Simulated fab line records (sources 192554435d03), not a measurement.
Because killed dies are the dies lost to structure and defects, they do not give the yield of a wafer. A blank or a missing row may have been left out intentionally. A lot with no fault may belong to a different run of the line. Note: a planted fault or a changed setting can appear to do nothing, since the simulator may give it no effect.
Split-lot trial / flow n5Finfet / route with 1938 steps; 7 lots, 39 wafers read

THE SPLIT
At N5_PASSIVATION_PASS_ETCH_47 (etches SiNx in CF4/O2, target depth 770 nm, time 385 s), the setting timeS was moved away from the recipe's 385 s on 18 of the 39 wafers read, by -55.0% to +57.7%. This setting was run at the recipe's value on the other wafers.

The reading is taken at the split's own step.

THE READING
etch.depthNm (the simulator's own value, which no gauge read), in nm, at N5_PASSIVATION_PASS_ETCH_47 (etches SiNx in CF4/O2, target depth 770 nm, time 385 s). There is no usual value for it anywhere in the file. Here, 21 wafers ran the recipe; their average is 774.2 nm with a standard deviation of 13 nm.

wafer=L076.1; tool, chamber at the split=rieDiel-04, 3; timeS as run, s=385; against the recipe=recipe; etch.depthNm, nm=769; against lot-mates on the recipe=-
wafer=L076.2; tool, chamber at the split=rieDiel-04, 1; timeS as run, s=535; against the recipe=+39.0%; etch.depthNm, nm=1088; against lot-mates on the recipe=+313.4
wafer=L076.3; tool, chamber at the split=rieDiel-04, 0; timeS as run, s=385; against the recipe=recipe; etch.depthNm, nm=779; against lot-mates on the recipe=-
wafer=L076.4; tool, chamber at the split=rieDiel-04, 2; timeS as run, s=535; against the recipe=+39.0%; etch.depthNm, nm=1031; against lot-mates on the recipe=+256.4
wafer=L076.5; tool, chamber at the split=rieDiel-04, 1; timeS as run, s=385; against the recipe=recipe; etch.depthNm, nm=775.7; against lot-mates on the recipe=-
wafer=L076.6; tool, chamber at the split=rieDiel-04, 0; timeS as run, s=535; against the recipe=+39.0%; etch.depthNm, nm=1087; against lot-mates on the recipe=+312.4
wafer=L079.2; tool, chamber at the split=rieDiel-03, 1; timeS as run, s=385; against the recipe=recipe; etch.depthNm, nm=779.1; against lot-mates on the recipe=-
wafer=L079.4; tool, chamber at the split=rieDiel-03, 2; timeS as run, s=385; against the recipe=recipe; etch.depthNm, nm=779.6; against lot-mates on the recipe=-
wafer=L079.6; tool, chamber at the split=rieDiel-03, 2; timeS as run, s=385; against the recipe=recipe; etch.depthNm, nm=776.8; against lot-mates on the recipe=-
wafer=L085.1; tool, chamber at the split=rieDiel-05, 2; timeS as run, s=385; against the recipe=recipe; etch.depthNm, nm=767.2; against lot-mates on the recipe=-
wafer=L085.2; tool, chamber at the split=rieDiel-05, 1; timeS as run, s=385; against the recipe=recipe; etch.depthNm, nm=747.7; against lot-mates on the recipe=-
wafer=L085.3; tool, chamber at the split=rieDiel-05, 3; timeS as run, s=524; against the recipe=+36.1%; etch.depthNm, nm=1067; against lot-mates on the recipe=+313.4
wafer=L085.4; tool, chamber at the split=rieDiel-05, 0; timeS as run, s=524; against the recipe=+36.1%; etch.depthNm, nm=1061; against lot-mates on the recipe=+307.4
wafer=L085.5; tool, chamber at the split=rieDiel-05, 2; timeS as run, s=524; against the recipe=+36.1%; etch.depthNm, nm=1046; against lot-mates on the recipe=+292.4
wafer=L085.6; tool, chamber at the split=rieDiel-05, 1; timeS as run, s=385; against the recipe=recipe; etch.depthNm, nm=745.9; against lot-mates on the recipe=-
wafer=L089.1; tool, chamber at the split=rieDiel-05, 2; timeS as run, s=607.3; against the recipe=+57.7%; etch.depthNm, nm=1219; against lot-mates on the recipe=+449.4
wafer=L089.2; tool, chamber at the split=rieDiel-05, 3; timeS as run, s=385; against the recipe=recipe; etch.depthNm, nm=784.4; against lot-mates on the recipe=-
wafer=L089.3; tool, chamber at the split=rieDiel-05, 0; timeS as run, s=607.3; against the recipe=+57.7%; etch.depthNm, nm=1241; against lot-mates on the recipe=+471.4
wafer=L089.4; tool, chamber at the split=rieDiel-05, 1; timeS as run, s=607.3; against the recipe=+57.7%; etch.depthNm, nm=1184; against lot-mates on the recipe=+414.4
wafer=L089.5; tool, chamber at the split=rieDiel-05, 1; timeS as run, s=385; against the recipe=recipe; etch.depthNm, nm=751.6; against lot-mates on the recipe=-
wafer=L089.6; tool, chamber at the split=rieDiel-05, 2; timeS as run, s=385; against the recipe=recipe; etch.depthNm, nm=772.8; against lot-mates on the recipe=-
wafer=L092.1; tool, chamber at the split=rieDiel-04, 2; timeS as run, s=385; against the recipe=recipe; etch.depthNm, nm=758.4; against lot-mates on the recipe=-
wafer=L092.2; tool, chamber at the split=rieDiel-04, 1; timeS as run, s=230.3; against the recipe=-40.2%; etch.depthNm, nm=470.5; against lot-mates on the recipe=-304.9
wafer=L092.3; tool, chamber at the split=rieDiel-04, 0; timeS as run, s=385; against the recipe=recipe; etch.depthNm, nm=784.7; against lot-mates on the recipe=-
wafer=L092.4; tool, chamber at the split=rieDiel-04, 2; timeS as run, s=230.3; against the recipe=-40.2%; etch.depthNm, nm=453.2; against lot-mates on the recipe=-322.2
wafer=L092.5; tool, chamber at the split=rieDiel-04, 0; timeS as run, s=385; against the recipe=recipe; etch.depthNm, nm=783; against lot-mates on the recipe=-
wafer=L092.6; tool, chamber at the split=rieDiel-04, 1; timeS as run, s=230.3; against the recipe=-40.2%; etch.depthNm, nm=470.7; against lot-mates on the recipe=-304.7
wafer=L094.1; tool, chamber at the split=rieDiel-04, 0; timeS as run, s=385; against the recipe=recipe; etch.depthNm, nm=782.5; against lot-mates on the recipe=-
wafer=L094.2; tool, chamber at the split=rieDiel-04, 1; timeS as run, s=385; against the recipe=recipe; etch.depthNm, nm=782.2; against lot-mates on the recipe=-
wafer=L094.3; tool, chamber at the split=rieDiel-04, 3; timeS as run, s=442.8; against the recipe=+15.0%; etch.depthNm, nm=901.4; against lot-mates on the recipe=+119.5
wafer=L094.4; tool, chamber at the split=rieDiel-04, 0; timeS as run, s=442.8; against the recipe=+15.0%; etch.depthNm, nm=902.1; against lot-mates on the recipe=+120.2
wafer=L094.5; tool, chamber at the split=rieDiel-04, 1; timeS as run, s=442.8; against the recipe=+15.0%; etch.depthNm, nm=896.5; against lot-mates on the recipe=+114.6
wafer=L094.6; tool, chamber at the split=rieDiel-04, 3; timeS as run, s=385; against the recipe=recipe; etch.depthNm, nm=781; against lot-mates on the recipe=-
wafer=L096.1; tool, chamber at the split=rieDiel-04, 3; timeS as run, s=385; against the recipe=recipe; etch.depthNm, nm=791.4; against lot-mates on the recipe=-
wafer=L096.2; tool, chamber at the split=rieDiel-04, 0; timeS as run, s=385; against the recipe=recipe; etch.depthNm, nm=784.6; against lot-mates on the recipe=-
wafer=L096.3; tool, chamber at the split=rieDiel-04, 1; timeS as run, s=173.1; against the recipe=-55.0%; etch.depthNm, nm=350.7; against lot-mates on the recipe=-435.2
wafer=L096.4; tool, chamber at the split=rieDiel-04, 1; timeS as run, s=173.1; against the recipe=-55.0%; etch.depthNm, nm=352; against lot-mates on the recipe=-433.9
wafer=L096.5; tool, chamber at the split=rieDiel-04, 3; timeS as run, s=173.1; against the recipe=-55.0%; etch.depthNm, nm=352.6; against lot-mates on the recipe=-433.3
wafer=L096.6; tool, chamber at the split=rieDiel-04, 0; timeS as run, s=385; against the recipe=recipe; etch.depthNm, nm=781.7; against lot-mates on the recipe=-

THE FIT
A straight line over all 39 wafers: etch.depthNm changes by +7.68 nm for each +1% of timeS; r = +1.00; the points scatter about the line by 15 nm.
The same after taking each lot's own level away (the mean of its wafers on the recipe; 39 wafers): +7.83 nm for each +1%; r = +1.00; scatter 14 nm.
On that fit, the largest move of timeS shifts the reading by 4.5e+02 nm.
The span of the lots' own levels, 753.60 to 785.90 nm, comes to 2.6 times the standard deviation stated above.
Hence the lot-to-lot level has little effect on the slope; both slopes agree.
Check: for one of the wafers moved furthest among these (+57.7%), held out of the fit, the line's prediction against its lot-mates is +453 nm. Against them it came out at +449 nm.

FILE'S OWN FIT
etch.depthNm changes by +7.83 nm for each +1% of timeS, r = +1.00.
